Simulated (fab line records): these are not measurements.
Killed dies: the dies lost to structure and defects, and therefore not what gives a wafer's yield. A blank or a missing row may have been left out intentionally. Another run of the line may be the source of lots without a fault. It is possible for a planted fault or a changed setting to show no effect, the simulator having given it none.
What tool caused it? | flow n5_finfet | 25 wafers from 9 lots sampled at 7 of the route's 1938 steps

== WHAT THE GAUGES SHOWED, per wafer ==
N5_BEOL_M6_INSPECT_58: inspects for defects (darkfield).
lot  | measured     | on                | raw_defect_count
L344 | day 8 21:40  | defect_inspect-02 | 83 73
L346 | day 9 06:28  | defect_inspect-01 | 46 60 28
L351 | day 10 13:07 | defect_inspect-02 | 64 86 552
L352 | day 10 13:23 | defect_inspect-01 | 71 102 85
L358 | day 12 21:37 | defect_inspect-02 | 89 65 86
L361 | day 13 00:56 | defect_inspect-02 | 76 51
L362 | day 14 03:41 | defect_inspect-01 | 47 70 85
L367 | day 15 21:22 | defect_inspect-01 | 107 56 104
L365 | day 16 07:29 | defect_inspect-02 | 86 93 73

N5_BEOL_M7_INSPECT_13: inspects for defects (brightfield).
lot  | measured     | on                | raw_defect_count
L344 | day 8 23:23  | defect_inspect-02 | 659 483
L346 | day 9 09:26  | defect_inspect-01 | 323 449 251
L351 | day 10 15:49 | defect_inspect-02 | 457 500 919
L352 | day 10 15:54 | defect_inspect-01 | 388 394 563
L358 | day 13 00:19 | defect_inspect-02 | 421 473 394
L361 | day 13 02:21 | defect_inspect-02 | 395 397
L362 | day 14 06:59 | defect_inspect-01 | 396 425 398
L367 | day 16 00:00 | defect_inspect-01 | 541 423 486
L365 | day 16 12:01 | defect_inspect-01 | 386 464 334

N5_BEOL_M7_INSPECT_30: inspects for defects (brightfield).
lot  | measured     | on                | raw_defect_count
L344 | day 9 01:40  | defect_inspect-02 | 638 448
L346 | day 9 11:56  | defect_inspect-02 | 350 478 276
L351 | day 10 18:35 | defect_inspect-01 | 460 497 906
L352 | day 10 18:25 | defect_inspect-02 | 405 469 624
L358 | day 13 02:29 | defect_inspect-01 | 376 438 380
L361 | day 13 06:24 | defect_inspect-02 | 403 400
L362 | day 14 11:48 | defect_inspect-02 | 452 478 457
L367 | day 16 02:50 | defect_inspect-02 | 560 476 508
L365 | day 16 19:04 | defect_inspect-01 | 368 489 366

== TOOL THAT RAN EACH LOT (tool first, then ch and the chambers of the sampled wafers, then the start) ==
lot  | N5_BEOL_M6_ETCH_41                            | N5_BEOL_M6_STRIP_80                           | N5_BEOL_M6_SPUTTER_48        | N5_BEOL_M6_DEP_56
L344 | rie_diel-05 ch 0,1, day 8 20:39 or earlier    | rie_diel-05 ch 0,1, day 8 20:39 or earlier    | pvd_sputter-02, day 8 20:39  | pecvd-04 ch 0,2, day 8 21:34
L346 | rie_diel-01 ch 1,2, day 9 05:31 or earlier    | rie_diel-01 ch 1,2, day 9 05:31 or earlier    | pvd_sputter-03, day 9 05:31  | pecvd-04 ch 0,1,2, day 9 06:23
L351 | rie_diel-05 ch 2,3, day 10 12:09 or earlier   | rie_diel-05 ch 2,3, day 10 12:09 or earlier   | pvd_sputter-01, day 10 12:09 | pecvd-04 ch 1,2, day 10 13:01
L352 | rie_diel-03 ch 0,1, day 10 12:13 or earlier   | rie_diel-03 ch 0,1, day 10 12:13 or earlier   | pvd_sputter-02, day 10 12:13 | pecvd-01 ch 1,2, day 10 13:18
L358 | rie_diel-03 ch 0,1,3, day 12 20:35 or earlier | rie_diel-03 ch 0,1,3, day 12 20:35 or earlier | pvd_sputter-03, day 12 20:35 | pecvd-01 ch 0,2, day 12 21:31
L361 | rie_diel-01 ch 0,3, day 12 23:58 or earlier   | rie_diel-01 ch 0,3, day 12 23:58 or earlier   | pvd_sputter-01, day 12 23:58 | pecvd-03 ch 0,2, day 13 00:51
L362 | rie_diel-01 ch 0,1,3, day 14 02:42 or earlier | rie_diel-01 ch 0,1,3, day 14 02:42 or earlier | pvd_sputter-01, day 14 02:42 | pecvd-04 ch 0,1, day 14 03:35
L367 | rie_diel-01 ch 0,1,3, day 15 20:14 or earlier | rie_diel-01 ch 0,1,3, day 15 20:14 or earlier | pvd_sputter-02, day 15 20:14 | pecvd-04 ch 0,1, day 15 21:16
L365 | rie_diel-05 ch 0,1, day 16 06:25 or earlier   | rie_diel-05 ch 0,1, day 16 06:25 or earlier   | pvd_sputter-02, day 16 06:25 | pecvd-04 ch 0,2, day 16 07:23
- N5_BEOL_M6_ETCH_41: etches SiCN in CH3F/O2, target depth 29.7 nm, time 52 s.
- N5_BEOL_M6_STRIP_80: strips in N2/H2, time 10 s.
- N5_BEOL_M6_SPUTTER_48: material Cu, target thk 10 nm, time 1.667 s.
- N5_BEOL_M6_DEP_56: deposits SiCN from 3MS/NH3, target thk 10 nm, time 17.5 s.

== WHAT THE TOOLS THEMSELVES READ (means of the sampled wafers that have a number; where no wafer has one, the mark that the record gives instead) ==
N5_BEOL_M6_ETCH_41.
lot  | tool        | chamber_pressure_mTorr (mTorr) | drypump_motor_current_A (A) | mfc_ar_sccm (sccm) | oes_product_au (a.u.) | rf_fwd_power_W (W) | rf_vpp_V (V) | showerhead_plenum_p_Torr (Torr) | throttle_valve_pct (%)
L344 | rie_diel-05 | 30.026                         | 5.8                         | 149.9              | 0.68                  | 390.4              | 295.0        | 1.92                            | 16.40
L346 | rie_diel-01 | 29.973                         | 5.9                         | 150.0              | 0.88                  | 389.9              | 298.3        | 2.04                            | 16.11
L351 | rie_diel-05 | 29.997                         | 6.1                         | 150.5              | 0.72                  | 390.6              | 297.4        | 2.01                            | 16.49
L352 | rie_diel-03 | 29.999                         | 6.2                         | 150.3              | 0.77                  | 390.5              | 298.0        | 2.03                            | 16.31
L358 | rie_diel-03 | 29.997                         | 5.8                         | 150.2              | 0.75                  | 390.4              | 296.2        | 1.96                            | 16.34
L361 | rie_diel-01 | 29.976                         | 5.4                         | 150.1              | 0.80                  | 391.8              | 299.8        | 2.10                            | 16.44
L362 | rie_diel-01 | 30.006                         | 5.6                         | 150.2              | 0.81                  | 390.8              | 299.2        | 2.08                            | 16.37
L367 | rie_diel-01 | 29.985                         | 5.7                         | 149.9              | 0.80                  | 390.4              | 299.1        | 2.07                            | 16.40
L365 | rie_diel-05 | 30.004                         | 5.9                         | 149.4              | 0.86                  | 390.8              | 298.6        | 2.06                            | 16.01

N5_BEOL_M6_STRIP_80.
lot  | tool        | chamber_pressure_mTorr (mTorr) | drypump_motor_current_A (A) | oes_product_au (a.u.) | rf_vpp_V (V) | showerhead_plenum_p_Torr (Torr) | throttle_valve_pct (%)
L344 | rie_diel-05 | 19.987                         | 5.8                         | 0.68                  | 59.2         | 2.44                            | 23.59
L346 | rie_diel-01 | 19.998                         | 5.9                         | 0.88                  | 58.9         | 2.59                            | 23.47
L351 | rie_diel-05 | 19.997                         | 6.1                         | 0.72                  | 58.9         | 2.55                            | 23.66
L352 | rie_diel-03 | 20.003                         | 6.2                         | 0.78                  | 59.1         | 2.57                            | 23.59
L358 | rie_diel-03 | 20.009                         | 5.8                         | 0.75                  | 59.3         | 2.49                            | 23.56
L361 | rie_diel-01 | 20.029                         | 5.5                         | 0.82                  | 60.4         | 2.67                            | 23.80
L362 | rie_diel-01 | 20.013                         | 5.6                         | 0.82                  | 59.2         | 2.63                            | 23.69
L367 | rie_diel-01 | 19.985                         | 5.7                         | 0.80                  | 60.2         | 2.63                            | 23.72
L365 | rie_diel-05 | 20.002                         | 5.9                         | 0.85                  | 59.4         | 2.61                            | 23.29

N5_BEOL_M6_SPUTTER_48.
lot  | tool           | cathode_dc_power_W (W) | chuck_gas_flow_sccm (sccm) | throttle_valve_pct (%)
L344 | pvd_sputter-02 | 25998                  | 1.19                       | 30.2
L346 | pvd_sputter-03 | 26001                  | 1.27                       | 29.5
L351 | pvd_sputter-01 | 25998                  | 1.23                       | 31.3
L352 | pvd_sputter-02 | 26002                  | 1.29                       | 31.0
L358 | pvd_sputter-03 | 26007                  | 1.26                       | 29.4
L361 | pvd_sputter-01 | 25998                  | 1.25                       | 31.6
L362 | pvd_sputter-01 | 26001                  | 1.23                       | 32.2
L367 | pvd_sputter-02 | 25998                  | 1.27                       | 30.7
L365 | pvd_sputter-02 | 25994                  | 1.23                       | 30.3

N5_BEOL_M6_DEP_56.
lot  | tool     | chamber_pressure_Torr (Torr) | rf_fwd_power_W (W) | showerhead_plenum_p_Torr (Torr) | throttle_valve_pct (%)
L344 | pecvd-04 | 3.001                        | 200.1              | 3.665                           | 9.6
L346 | pecvd-04 | 3.001                        | 200.0              | 3.660                           | 9.5
L351 | pecvd-04 | 2.994                        | 200.1              | 3.665                           | 9.3
L352 | pecvd-01 | 3.003                        | 199.3              | 3.674                           | 8.4
L358 | pecvd-01 | 2.995                        | 200.2              | 3.658                           | 8.8
L361 | pecvd-03 | 3.000                        | 199.8              | 3.681                           | 8.9
L362 | pecvd-04 | 2.998                        | 200.0              | 3.652                           | 9.8
L367 | pecvd-04 | 2.994                        | 200.0              | 3.650                           | 9.7
L365 | pecvd-04 | 3.004                        | 199.4              | 3.657                           | 9.7

== THE ANSWER, worked out from the rows above alone ==
Rule: what is usual is taken from the lots themselves. Put in order of their means at a reading, lots are off if they are a third of the lots or fewer, leave a main group of 4 or more, and stand apart from it by a gap of 3 or more times the standard deviation of the main group's means; of several such gaps the widest counts. Not used: any main group whose means are identical at the precision the tables above print for the reading. Also off: a lot with no number at a reading for which 4 or more lots have one. Where the step has rows for the other lots, those lots are counted as sound. The gauges are gone through in route order, then the tools' own readings, and for those a lot's mean is taken as printed above. At the first step where some lot is off, the reading lying furthest off is the one used; lots without a number count as furthest.
Off at N5_BEOL_M6_INSPECT_58 (raw_defect_count): L351. Main group: mean 74, sd 14.
A tool fits if, at a process step before that reading, it ran every lot that is off, and no sound lot after the first of them. Those tools and the gauges at N5_BEOL_M6_INSPECT_58 are tried in the same way. N5_BEOL_M6_ETCH_41: start missing for some lots; hours and lot order therefore follow N5_BEOL_M6_SPUTTER_48. N5_BEOL_M6_STRIP_80: start missing for some lots; hours and lot order therefore follow N5_BEOL_M6_SPUTTER_48. Not one of the candidates tried fits.

== WHAT HAD BEEN PUT IN BY THE SIMULATOR ==
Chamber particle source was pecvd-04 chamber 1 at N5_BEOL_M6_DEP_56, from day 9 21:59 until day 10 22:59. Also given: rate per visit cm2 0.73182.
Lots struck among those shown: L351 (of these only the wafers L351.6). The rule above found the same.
